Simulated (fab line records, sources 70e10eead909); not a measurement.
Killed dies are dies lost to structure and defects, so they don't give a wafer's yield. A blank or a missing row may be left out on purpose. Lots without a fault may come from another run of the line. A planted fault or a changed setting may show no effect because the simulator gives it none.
fab line records | flow nand_harc
record lots=7 wafers=21 last_day=33
route steps=1302 shown A_BLC@1125 A_M0@1137 END@1302
lots that met no fault: from a run of the same line without faults
start_h: hours from the record's first day to the start of the lot's first wafer shown | wait_h: hours since the lot's step before | " the same as in the row above | L1.1+2: a row that stands for several wafers | - no value, or no start given | * or withheld: withheld | < > ~ a bound
route shown NAME@n: a module of which the file shows steps, and the number in the route of the first | usual: mean/standard deviation of fault-free wafers | same: alike in all rows | chamber/n: place in a boat | sites: the reading at each site | _std_site: their standard deviation | _edge_site: outer sites' mean less inner sites' | radius_mm: how far each site lies from the wafer's centre | mask NAME#n: copy n | behind: the tool/chamber that last shaped the wafer | hold: why the lot was held/for how many hours/how that ended | device: the transistor (n, p or np) that didn't switch | end of line: the same wafers' tests at the end of the route | a step without rows: its recipe alone | killed: dies lost to structure and defects at the first sort, not the wafer's yield | map: a wafer's dies, x killed, . not, _ none there
set.NAME: the setting as run; set.NAME@STEP: as run at that earlier step | model.NAME: the simulator's own value behind a step, which no gauge read
lots at some steps of the route; a table a step, a row a wafer
services: from which hour (start_h, from the record's first day; less than 0 if before it) a tool's chamber was out of use, for how many hours, and why
## steps
# step NHARC_A_BLC_STRIP_29
# recipe cf4_flow_sccm=150 ar_flow_sccm=0 bias_w=0 chemistry=CF4
# usual drypump_motor_current_A=5.8/0.32 oes_product_au=1.001/0.0074 rf_vpp_V=59.4/0.92 showerhead_plenum_p_Torr=1.77/0.062 throttle_valve_pct=13.284/0.0092
# columns lot.wafer tool chamber start_h wait_h drypump_motor_current_A oes_product_au rf_hours_counter_h rf_vpp_V showerhead_plenum_p_Torr throttle_valve_pct
L804.4 rie_diel-02 0 588.03 0.1 5.5 0.999 1 61.7 1.77 13.284
L804.5 " 0 " " 5.5 1.006 - 60.2 1.77 13.296
L804.6 " 1 " " 5.7 1.013 - 57.6 1.68 13.279
L805.4 rie_diel-02 0 600.64 0.1 5.5 0.998 1 59.0 1.77 13.284
L805.2 " 2 " " 6.0 0.995 2 59.2 1.78 13.282
L805.5 " 0 " " 5.5 0.994 - 60.7 1.77 13.289
L809.1 rie_diel-02 1 605.43 0.1 5.7 0.998 2 58.6 1.68 13.266
L809.6 " 2 " " 6.0 1.007 - 59.8 1.78 13.277
L809.5 " 3 " " 5.8 0.999 - 58.1 1.80 13.290
L806.1 rie_diel-04 1 607.26 0.1 6.6 1.005 16 58.9 1.90 13.279
L806.3 " 3 " " 6.0 1.004 15 60.8 1.85 13.277
L806.5 " 2 " " 6.2 1.004 - 61.4 1.80 13.286
L812.4 rie_diel-02 0 678.37 0.1 5.5 0.999 7 59.0 1.77 13.281
L812.6 " 2 " " 6.0 0.994 - 60.0 1.78 13.282
L812.5 " 3 " " 5.8 0.999 - 58.3 1.80 13.275
L814.3 rie_diel-04 0 684.83 0.1 5.3 1.010 29 60.9 1.69 13.293
L814.1 " 1 " " 6.6 1.001 46 58.8 1.90 13.266
L814.4 " 3 " " 6.0 0.999 45 60.3 1.84 13.272
L821.1 rie_diel-02 3 745.04 0.1 5.8 1.007 13 59.4 1.80 13.288
L821.2 " 1 " " 5.7 0.997 14 59.2 1.68 13.290
L821.5 " 3 " " 5.8 1.014 - 60.4 1.80 13.291
# step NHARC_A_BLC_STRIP_21
# recipe o2_flow_sccm=500 ar_flow_sccm=0 bias_w=0 chemistry=O2
# usual drypump_motor_current_A=5.9/0.3 oes_product_au=1.001/0.0071 rf_vpp_V=57.9/0.86 showerhead_plenum_p_Torr=3.53/0.12 throttle_valve_pct=17.035/0.0086
# columns lot.wafer tool chamber start_h wait_h drypump_motor_current_A oes_product_au rf_hours_counter_h rf_vpp_V showerhead_plenum_p_Torr throttle_valve_pct
L804.4 rie_diel-02 2 588.17 0.1 6.0 1.004 1 58.1 3.54 17.027
L804.5 " 3 " " 5.8 1.010 - 58.0 3.60 17.030
L804.6 " 0 " " 5.5 1.002 - 56.5 3.54 17.040
L805.4 rie_diel-02 0 600.75 0.1 5.5 0.994 1 58.8 3.54 17.042
L805.2 " 1 " " 5.7 1.005 2 58.3 3.35 17.041
L805.5 " 3 " " 5.8 1.003 - 57.6 3.60 17.026
L809.1 rie_diel-02 2 605.52 0.1 5.9 1.006 2 57.1 3.54 17.027
L809.6 " 0 " " 5.5 1.001 - 57.2 3.54 17.037
L809.5 " 1 " " 5.7 1.002 - 57.2 3.35 17.041
L806.3 rie_diel-04 3 607.37 0.1 6.1 0.995 15 58.2 3.70 17.027
L806.1 " 0 " " 5.3 0.986 13 56.0 3.37 17.048
L806.5 " 2 " " 6.3 0.991 - 57.7 3.59 17.023
L812.4 rie_diel-02 1 678.48 0.1 5.7 1.005 7 57.9 3.35 17.038
L812.5 " 2 " " 6.0 1.007 - 57.8 3.54 17.048
L812.6 " 3 " " 5.8 1.000 - 57.9 3.59 17.040
L814.1 rie_diel-04 1 684.94 0.1 6.6 1.004 46 57.6 3.78 17.037
L814.4 " 2 " " 6.2 0.988 50 57.9 3.57 17.029
L814.3 " 3 " " 6.0 1.002 45 56.9 3.68 17.044
L821.2 rie_diel-02 0 745.14 0.1 5.5 1.000 13 57.2 3.53 17.035
L821.1 " 1 " " 5.7 1.002 14 56.5 3.34 17.044
L821.5 " 1 " " 5.7 0.999 - 58.3 3.34 17.038
# step NHARC_A_BLC_STRIP_22
# recipe time_s=600 temp_c=30 chemistry=post_etch_residue_remover
# step NHARC_A_BLC_DEGAS_30
# recipe temp_c=300 time_s=60
# usual heater_power_w=466/43
# columns lot.wafer tool chamber start_h wait_h heater_power_w
L804.4 pvd_sputter-03 - 588.58 - 420
L804.6 " - " " 488
L804.5 " - " " 519
L805.2 pvd_sputter-01 - 601.18 - 421
L805.4 " - " " 438
L805.5 " - " " 526
L809.1 pvd_sputter-01 - 605.96 - 529
L809.6 " - " " 450
L809.5 " - " " 435
L806.1 pvd_sputter-01 - 607.79 - 426
L806.3 " - " " 525
L806.5 " - " " 430
L812.4 pvd_sputter-02 - 678.94 - 517
L812.5 " - " " 424
L812.6 " - " " 395
L814.3 pvd_sputter-03 - 685.36 - 495
L814.1 " - " " 514
L814.4 " - " " 427
L821.1 pvd_sputter-02 - 745.58 - 407
L821.2 " - " " 495
L821.5 " - " " 409
# step NHARC_A_BLC_PRE_CLEAN_31
# recipe time_s=15 bias_v=250 gas=Ar
# step NHARC_A_BLC_PVD_32
# recipe target_thk_a=50 chamber_pressure_pa=5 power_w=5000 substrate_temp_c=200 time_s=17.7 material=Ti
# usual chamber_pressure_pa=5.000/0.011 substrate_temp_c=200.00/0.16 throttle_valve_pct=30.6/0.96
# columns lot.wafer tool chamber start_h wait_h chamber_pressure_pa substrate_temp_c throttle_valve_pct
L804.4 pvd_sputter-03 - - - 5.004 200.03 32.2
L804.6 " - " " 5.007 200.02 31.0
L804.5 " - " " 5.004 200.04 32.0
L805.2 pvd_sputter-01 - - - 5.006 199.60 30.3
L805.4 " - " " 5.010 200.13 30.2
L805.5 " - " " 4.997 199.83 30.0
L809.1 pvd_sputter-01 - - - 4.994 200.09 30.0
L809.5 " - " " 4.999 200.21 30.0
L809.6 " - " " 5.015 199.93 28.7
L806.3 pvd_sputter-01 - - - 5.016 200.00 29.3
L806.1 " - " " 5.000 200.19 30.5
L806.5 " - " " 5.012 200.23 30.2
L812.4 pvd_sputter-02 - - - 5.017 200.10 30.4
L812.5 " - " " 4.985 199.96 30.7
L812.6 " - " " 5.008 199.68 31.7
L814.3 pvd_sputter-03 - - - 4.985 200.01 31.3
L814.4 " - " " 4.989 200.04 30.9
L814.1 " - " " 5.012 200.29 32.1
L821.2 pvd_sputter-02 - - - 5.006 199.86 30.3
L821.1 " - " " 4.994 200.12 30.3
L821.5 " - " " 4.990 200.07 30.1
# step NHARC_A_BLC_ALD_23
# recipe target_thk_a=30 pulse_time_s=1 ald_cycles=150 temp_c=450 material=TiN
# usual heater_power_w=1059/99 precursor_pulse_height_rel=0.999/0.021
# columns lot.wafer tool chamber start_h wait_h heater_power_w precursor_pulse_height_rel
L804.4 ald_metal-04 1 588.85 - 1130 0.989
L804.6 " 3 " " 1043 1.008
L804.5 " 0 " " 1030 1.015
L805.2 ald_metal-02 2 601.43 - 1004 1.016
L805.4 " 2 " " 1014 0.994
L805.5 " 3 " " 983 1.012
L809.1 ald_metal-04 3 606.22 - 1063 0.978
L809.6 " 1 " " 1112 0.996
L809.5 " 2 " " 1014 0.975
L806.3 ald_metal-01 3 608.05 - 1082 1.005
L806.1 " 1 " " 881 1.037
L806.5 " 2 " " 1111 1.025
L812.6 ald_metal-01 0 679.23 - 1250 0.966
L812.5 " 1 " " 887 0.987
L812.4 " 3 " " 1064 1.018
L814.1 ald_metal-04 0 685.61 - 1042 0.998
L814.4 " 1 " " 1183 1.000
L814.3 " 3 " " 1082 0.990
L821.1 ald_metal-01 3 745.81 - 1084 0.966
L821.2 " 2 " " 1184 1.021
L821.5 " 0 " " 1317 1.003
# step NHARC_A_BLC_CVD_24
# recipe target_thk_a=1500 temp_c=300 pressure_torr=40 wf6_flow_sccm=40 h2_flow_sccm=1600 ar_flow_sccm=1560 time_s=434 material=W
# step NHARC_A_BLC_CMP_25
# recipe t_overpolish_s=30 target_thk_nm=150
# step NHARC_A_BLC_SRD_27
# step NHARC_A_BLC_INSPECT_28
# usual raw_defect_count=527/130
# columns lot.wafer tool chamber start_h wait_h raw_defect_count
L804.4 defect_inspect-01 - 589.95 0.1 399
L804.5 " - " " 697
L804.6 " - " " 478
L805.2 defect_inspect-01 - 602.59 0.1 629
L805.4 " - " " 649
L805.5 " - " " 861
L809.1 defect_inspect-01 - 607.32 0.1 397
L809.5 " - " " 473
L809.6 " - " " 471
L806.1 defect_inspect-02 - 609.18 0.1 587
L806.3 " - " " 825
L806.5 " - " " 749
L812.4 defect_inspect-02 - 680.36 0.1 406
L812.5 " - " " 485
L812.6 " - " " 321
L814.1 defect_inspect-01 - 686.74 0.1 570
L814.3 " - " " 483
L814.4 " - " " 532
L821.1 defect_inspect-02 - 746.97 0.1 532
L821.2 " - " " 446
L821.5 " - " " 510
# step NHARC_A_M0_DEP_00
# recipe target_thk_a=1500 target_thk_nm=150 temp_c=withheld pressure_torr=5 flow_sccm=200 rf_w=600 material=SiOC
# usual chamber_pressure_Torr=5.000/0.011 rf_fwd_power_W=598.9/1.9
# columns lot.wafer tool chamber start_h wait_h chamber_pressure_Torr rf_fwd_power_W
L804.4 pecvd-03 2 590.15 0.2 5.006 598.6
L804.5 " 2 " " 5.017 600.1
L804.6 " 1 " " 5.000 597.5
L805.2 pecvd-04 1 602.66 0.1 - -
L805.5 " 2 " " - -
L805.4 " 0 " " - -
L809.1 pecvd-04 2 607.48 0.2 - -
L809.6 " 0 " " - -
L809.5 " 1 " " - -
L806.1 pecvd-03 2 609.29 0.1 - -
L806.3 " 0 " " - -
L806.5 " 2 " " - -
L812.4 pecvd-03 1 680.56 0.2 4.997 599.8
L812.6 " 2 " " 5.024 601.3
L812.5 " 0 " " 5.001 600.3
L814.3 pecvd-02 0 686.81 0.1 4.991 602.7
L814.1 " 1 " " 5.000 600.2
L814.4 " 1 " " 4.985 598.0
L821.2 pecvd-02 2 747.09 0.1 4.987 600.7
L821.1 " 0 " " 5.010 598.5
L821.5 " 1 " " 5.005 602.8
# step NHARC_A_M0_DEHYDRATE_01
# recipe temp_c=150 time_s=120
# step NHARC_END_SORT_01
# recipe temp_c=25
# usual defect_limited_yield=90.8/2.2 killed_at_array=58/15 killed_at_other=0.8/1.2 killed_at_periphery=3.5/2.5 killed_dies=62/15 killed_open=3.2/1.7 killed_short=2.4/1.5
# same gross_dies=677
# columns lot.wafer tool chamber start_h wait_h defect_limited_yield[%] killed_at_array killed_at_other killed_at_periphery killed_dies killed_open killed_short
L804.4 prober-02 0 633.99 3.4 92.9 46 0 2 48 3 1
L804.5 prober-02 0 634.79 3.7 92.3 49 0 3 52 2 1
L804.6 prober-02 0 635.60 4.0 92.3 49 2 1 52 3 1
L805.2 prober-02 0 644.93 2.8 0 671 2 4 677 3 5
L805.4 prober-02 0 646.54 3.4 0 672 0 5 677 3 2
L805.5 prober-02 0 647.34 3.7 0 669 0 8 677 3 3
L809.1 prober-01 0 647.18 2.5 0 672 1 4 677 6 0
L809.5 prober-01 0 650.37 3.7 0 671 0 6 677 6 2
L809.6 prober-01 0 651.17 4.0 0 670 1 6 677 2 0
# killed by level:class
L804.4 A_SLIT:chamber_film_flake=28 A_CONTACT:chamber_film_flake=5 A_CHANNEL_HOLE_D2:chamber_film_flake=4 A_CHANNEL_HOLE_D1:chamber_film_flake=2 A_STAIRCASE:chamber_film_flake=2 A_ONON_D1:geometric_particle:open=1 A_ONON_D1:geometric_particle:short=1 A_SGD_CUT:geometric_particle:open=1
L804.5 A_SLIT:chamber_film_flake=30 A_CHANNEL_HOLE_D2:chamber_film_flake=8 A_CHANNEL_HOLE_D1:chamber_film_flake=5 A_CONTACT:chamber_film_flake=4 P_GATE:chamber_film_flake=2 P_CONTACT:geometric_particle:open=1 A_WL_FILL:geometric_particle:short=1 A_CONTACT:geometric_particle:open=1
L804.6 A_SLIT:chamber_film_flake=28 A_CONTACT:chamber_film_flake=8 A_CHANNEL_HOLE_D2:chamber_film_flake=5 A_CHANNEL_HOLE_D1:chamber_film_flake=2 A_WL_FILL:chamber_film_flake=2 A_CHANNEL_FILL_D1:geometric_particle:short=1 A_BLC:geometric_particle:open=1 A_M1:geometric_particle:open=1
L805.2 A_M0:area_dep=607 A_CHANNEL_HOLE_D2:chamber_film_flake=32 A_CONTACT:chamber_film_flake=9 A_STAIRCASE:chamber_film_flake=8 A_SLIT:chamber_film_flake=3 P_ZERO_WELL:chamber_film_flake=2 A_CHANNEL_FILL_D2:chamber_film_flake=2 THIN_TSV:chamber_film_flake=2
L805.4 A_M0:area_dep=618 A_CHANNEL_HOLE_D2:chamber_film_flake=32 A_CONTACT:chamber_film_flake=8 A_STAIRCASE:chamber_film_flake=6 P_ZERO_WELL:chamber_film_flake=3 A_SLIT:chamber_film_flake=3 P_M0:geometric_particle:open=2 A_CHANNEL_HOLE_D1:chamber_film_flake=2
L809.1 A_M0:area_dep=623 A_SLIT:chamber_film_flake=30 A_CHANNEL_HOLE_D1:chamber_film_flake=6 P_M2:chamber_film_flake=2 A_DECK1_JOINT:chamber_film_flake=2 A_STAIRCASE:chamber_film_flake=2 A_CONTACT:chamber_film_flake=2 A_M0:chamber_film_flake=2
L805.5 A_M0:area_dep=611 A_CHANNEL_HOLE_D2:chamber_film_flake=31 A_STAIRCASE:chamber_film_flake=8 A_CHANNEL_HOLE_D1:chamber_film_flake=5 P_ZERO_WELL:chamber_film_flake=3 P_BONDPAD:chamber_film_flake=3 A_CONTACT:chamber_film_flake=3 A_M1:chamber_film_flake=3
L809.5 A_M0:area_dep=630 A_SLIT:chamber_film_flake=28 P_M2:chamber_film_flake=3 A_CHANNEL_FILL_D2:geometric_particle:open=2 A_STAIRCASE:chamber_film_flake=2 A_WL_FILL:chamber_film_flake=2 P_GATE:geometric_particle:open=1 P_CONTACT:geometric_particle:short=1
L809.6 A_M0:area_dep=631 A_SLIT:chamber_film_flake=19 A_CHANNEL_HOLE_D1:chamber_film_flake=9 A_CONTACT:chamber_film_flake=5 P_M2:chamber_film_flake=3 P_M1:chamber_film_flake=2 A_STAIRCASE:chamber_film_flake=2 P_M0:geometric_particle:open=1
# map L805.2 (x killed, . not)
____________x____________
_________xxxxxxx_________
_______xxxxxxxxxxx_______
______xxxxxxxxxxxxx______
_____xxxxxxxxxxxxxxx_____
____xxxxxxxxxxxxxxxxx____
____xxxxxxxxxxxxxxxxx____
___xxxxxxxxxxxxxxxxxxx___
___xxxxxxxxxxxxxxxxxxx___
__xxxxxxxxxxxxxxxxxxxxx__
__xxxxxxxxxxxxxxxxxxxxx__
_xxxxxxxxxxxxxxxxxxxxxxx_
_xxxxxxxxxxxxxxxxxxxxxxx_
_xxxxxxxxxxxxxxxxxxxxxxx_
_xxxxxxxxxxxxxxxxxxxxxxx_
_xxxxxxxxxxxxxxxxxxxxxxx_
xxxxxxxxxxxxxxxxxxxxxxxxx
xxxxxxxxxxxxxxxxxxxxxxxxx
xxxxxxxxxxxxxxxxxxxxxxxxx
xxxxxxxxxxxxxxxxxxxxxxxxx
xxxxxxxxxxxxxxxxxxxxxxxxx
_xxxxxxxxxxxxxxxxxxxxxxx_
_xxxxxxxxxxxxxxxxxxxxxxx_
_xxxxxxxxxxxxxxxxxxxxxxx_
_xxxxxxxxxxxxxxxxxxxxxxx_
_xxxxxxxxxxxxxxxxxxxxxxx_
__xxxxxxxxxxxxxxxxxxxxx__
__xxxxxxxxxxxxxxxxxxxxx__
___xxxxxxxxxxxxxxxxxxx___
___xxxxxxxxxxxxxxxxxxx___
____xxxxxxxxxxxxxxxxx____
____xxxxxxxxxxxxxxxxx____
_____xxxxxxxxxxxxxxx_____
______xxxxxxxxxxxxx______
_______xxxxxxxxxxx_______
_________xxxxxxx_________
____________x____________
# map L809.1 (x killed, . not)
____________x____________
_________xxxxxxx_________
_______xxxxxxxxxxx_______
______xxxxxxxxxxxxx______
_____xxxxxxxxxxxxxxx_____
____xxxxxxxxxxxxxxxxx____
____xxxxxxxxxxxxxxxxx____
___xxxxxxxxxxxxxxxxxxx___
___xxxxxxxxxxxxxxxxxxx___
__xxxxxxxxxxxxxxxxxxxxx__
__xxxxxxxxxxxxxxxxxxxxx__
_xxxxxxxxxxxxxxxxxxxxxxx_
_xxxxxxxxxxxxxxxxxxxxxxx_
_xxxxxxxxxxxxxxxxxxxxxxx_
_xxxxxxxxxxxxxxxxxxxxxxx_
_xxxxxxxxxxxxxxxxxxxxxxx_
xxxxxxxxxxxxxxxxxxxxxxxxx
xxxxxxxxxxxxxxxxxxxxxxxxx
xxxxxxxxxxxxxxxxxxxxxxxxx
xxxxxxxxxxxxxxxxxxxxxxxxx
xxxxxxxxxxxxxxxxxxxxxxxxx
_xxxxxxxxxxxxxxxxxxxxxxx_
_xxxxxxxxxxxxxxxxxxxxxxx_
_xxxxxxxxxxxxxxxxxxxxxxx_
_xxxxxxxxxxxxxxxxxxxxxxx_
_xxxxxxxxxxxxxxxxxxxxxxx_
__xxxxxxxxxxxxxxxxxxxxx__
__xxxxxxxxxxxxxxxxxxxxx__
___xxxxxxxxxxxxxxxxxxx___
___xxxxxxxxxxxxxxxxxxx___
____xxxxxxxxxxxxxxxxx____
____xxxxxxxxxxxxxxxxx____
_____xxxxxxxxxxxxxxx_____
______xxxxxxxxxxxxx______
_______xxxxxxxxxxx_______
_________xxxxxxx_________
____________x____________
## services
# columns tool chamber start_h hours kind
rie_diel-02 - 570.70 9.0 pm
pvd_sputter-01 - 580.46 1.2 repair
pvd_sputter-01 - 584.16 10.0 pm
pecvd-02 - 589.35 13.0 pm
pecvd-04 - 605.56 0.6 repair
rie_diel-04 0 614.70 15.9 repair
ald_metal-01 0 622.81 3.1 repair
pvd_sputter-03 - 625.27 1.1 repair
pvd_sputter-02 - 634.13 6.8 repair
ald_metal-01 2 650.20 10.2 repair
ald_metal-04 - 652.00 10.0 pm
pvd_sputter-03 - 656.35 7.7 repair
rie_diel-04 2 661.17 3.2 repair
pvd_sputter-01 - 667.92 2.1 repair
ald_metal-01 2 676.37 45.8 repair
ald_metal-01 - 704.00 10.0 pm
pvd_sputter-03 - 704.00 10.0 pm
rie_diel-02 2 710.67 4.1 repair
rie_diel-04 - 711.82 9.0 pm
pvd_sputter-01 - 714.06 1.1 repair
ald_metal-04 3 714.36 4.9 repair
pecvd-03 - 728.24 13.0 pm
ald_metal-01 0 728.57 5.3 repair
pvd_sputter-02 - 735.36 1.2 repair
## key
first_sign step=NHARC_A_M0_DEP_00 reading=tool_record direction=missing
effect step=NHARC_END_SORT_01 reading=defect_limited_yield direction=down sigmas=42 usual=90.8 struck=0
more_kills_born_at NHARC_A_M0_DEP_00@pecvd-04=3720
met_at NHARC_A_M0_DEP_00
struck_wafers L805.2,L805.4,L805.5,L806.1,L806.3,L806.5,L809.1,L809.5,L809.6
later_rows_left_out L805.2,L805.4,L805.5,L806.1,L806.3,L806.5,L809.1,L809.5,L809.6
sort_left_out L806.1,L806.3,L806.5
onset_between 590.15 602.66
fault kind=skipped_step_whole tool=pecvd-03,pecvd-04 chamber=- onset_h=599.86 steps=NHARC_A_M0_DEP_00 scope=struck_lots_only
# sort_left_out: the simulated sort isn't trusted on such a fault, so these wafers' sort isn't shown, and their yield isn't known
# later_rows_left_out: the simulator's readings of these wafers behind a module that went badly wrong aren't trusted and aren't shown, but for the sort
